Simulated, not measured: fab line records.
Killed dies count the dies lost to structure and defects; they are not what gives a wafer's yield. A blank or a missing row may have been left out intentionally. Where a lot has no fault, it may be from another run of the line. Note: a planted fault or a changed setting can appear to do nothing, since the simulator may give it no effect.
Lot-split experiment ; flow n5Finfet ; 39 wafers read from 7 lots, route of 1938 steps

== SPLIT DETAILS ==
At N5_MOL_CONTACT_COAG_ETCH_91 (etches SOC in N2/H2, target depth 60 nm, overetch 21 nm, time 101.2 s), the setting sourceW was moved away from the recipe's 840 W on 6 of the 39 wafers read, by -14.0% to -11.6%. For the rest of the wafers, this setting stayed at what the recipe calls for.

The reading is taken at the split's own step.

== THE READING ==
rfVppV, in V, at N5_MOL_CONTACT_COAG_ETCH_91 (etches SOC in N2/H2, target depth 60 nm, overetch 21 nm, time 101.2 s). On this fab line, fault-free wafers typically give 523.8 V with a standard deviation of 2.4 V.

wafer;tool, chamber at the split;sourceW as run, W;against the recipe;rfVppV, V;against lot-mates on the recipe
L077.1;rieDiel-01, 3;840;recipe;528.8;-
L077.2;rieDiel-01, 2;840;recipe;524.8;-
L077.3;rieDiel-01, 0;840;recipe;526.8;-
L077.4;rieDiel-01, 1;840;recipe;522.7;-
L077.5;rieDiel-01, 1;840;recipe;523.1;-
L077.6;rieDiel-01, 0;840;recipe;525.3;-
L078.1;rieDiel-02, 0;840;recipe;525.4;-
L078.2;rieDiel-02, 3;840;recipe;523.9;-
L078.3;rieDiel-02, 1;840;recipe;519.9;-
L078.4;rieDiel-02, 3;840;recipe;525.0;-
L078.5;rieDiel-02, 1;840;recipe;520.1;-
L078.6;rieDiel-02, 0;840;recipe;523.9;-
L086.1;rieDiel-02, 0;840;recipe;525.8;-
L086.2;rieDiel-02, 3;840;recipe;524.1;-
L086.3;rieDiel-02, 1;840;recipe;521.2;-
L086.4;rieDiel-02, 2;742.3;-11.6%;548.1;+24.4
L086.5;rieDiel-02, 2;742.3;-11.6%;548.0;+24.3
L086.6;rieDiel-02, 1;742.3;-11.6%;541.6;+17.9
L090.1;rieDiel-01, 2;840;recipe;524.1;-
L090.2;rieDiel-01, 0;840;recipe;525.5;-
L090.3;rieDiel-01, 3;840;recipe;528.8;-
L090.4;rieDiel-01, 1;840;recipe;521.2;-
L090.5;rieDiel-01, 2;840;recipe;523.2;-
L090.6;rieDiel-01, 1;840;recipe;521.2;-
L091.1;rieDiel-03, 0;722.6;-14.0%;549.6;+28.2
L091.2;rieDiel-03, 2;840;recipe;519.9;-
L091.3;rieDiel-03, 1;840;recipe;525.0;-
L091.4;rieDiel-03, 1;722.6;-14.0%;551.8;+30.4
L091.5;rieDiel-03, 0;722.6;-14.0%;549.4;+28.0
L091.6;rieDiel-03, 2;840;recipe;519.4;-
L092.3;rieDiel-03, 0;840;recipe;522.8;-
L092.5;rieDiel-03, 1;840;recipe;525.6;-
L092.6;rieDiel-03, 2;840;recipe;520.4;-
L097.1;rieDiel-01, 0;840;recipe;524.4;-
L097.2;rieDiel-01, 2;840;recipe;524.1;-
L097.3;rieDiel-01, 3;840;recipe;526.8;-
L097.4;rieDiel-01, 1;840;recipe;522.2;-
L097.5;rieDiel-01, 0;840;recipe;524.9;-
L097.6;rieDiel-01, 1;840;recipe;522.0;-

THE FIT
A straight line over all 39 wafers: rfVppV changes by -1.9 V for each +1% of sourceW; r = -0.97; the points scatter about the line by 2.5 V.
The same after taking each lot's own level away (the mean of its wafers on the recipe; 39 wafers): -2 V for each +1%; r = -0.97; scatter 2.3 V.
Per that fit: largest sourceW move, reading shift of 28 V.
Measured against the standard deviation above, the lots' own levels, which go from 521.43 to 525.25 V, span 1.6 times it.
Hence the lot-to-lot level has little effect on the slope; both slopes agree.
Check: for one of the wafers moved furthest among these (-14.0%), held out of the fit, the line's prediction against its lot-mates is +27.9 V. Against them it came out at +28.2 V.
Tool readings at the split's step, against how far the setting was moved: rfVppV r = -0.97.

== OTHER SPLITS APPLIED TO THESE WAFERS ==
Other splits were also applied to these wafers ahead of the reading. Each is held against what the fit with the lots' levels taken away leaves over:
other split on the same wafers;wafers away from the commonest value;r with rfVppV (lot level and that fit taken away)
N5_DUMMY_GATE_ETCH_37 sourceW;12;+0.05
N5_DUMMY_GATE_ETCH_31 targetDepthA;9;+0.13
N5_SPACER0_ALD_00 aldCycles;15;+0.13
N5_HKMG_FIN_ETCH_35 sourceW;15;+0.15

== THE WHOLE CHAIN: every reading that the file lists as answering this split, in the file's order ==
step;what it does;reading;change (the file's fit);r (the file's)
N5_MOL_CONTACT_COAG_ETCH_91;etches SOC in N2/H2, target depth 60 nm, overetch 21 nm, time 101.2 s;rfVppV;-2 V for each +1% of the setting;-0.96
N5_MOL_CONTACT_COAG_ETCH_91;etches SOC in N2/H2, target depth 60 nm, overetch 21 nm, time 101.2 s;SiARC_of_MOL_CONTACT_COAG_COAT_76.thkNm (the simulator's own value, which no gauge read);-0.031 nm for each +1% of the setting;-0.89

== FILE'S OWN FIT ==
rfVppV changes by -2 V for each +1% of sourceW, r = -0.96.
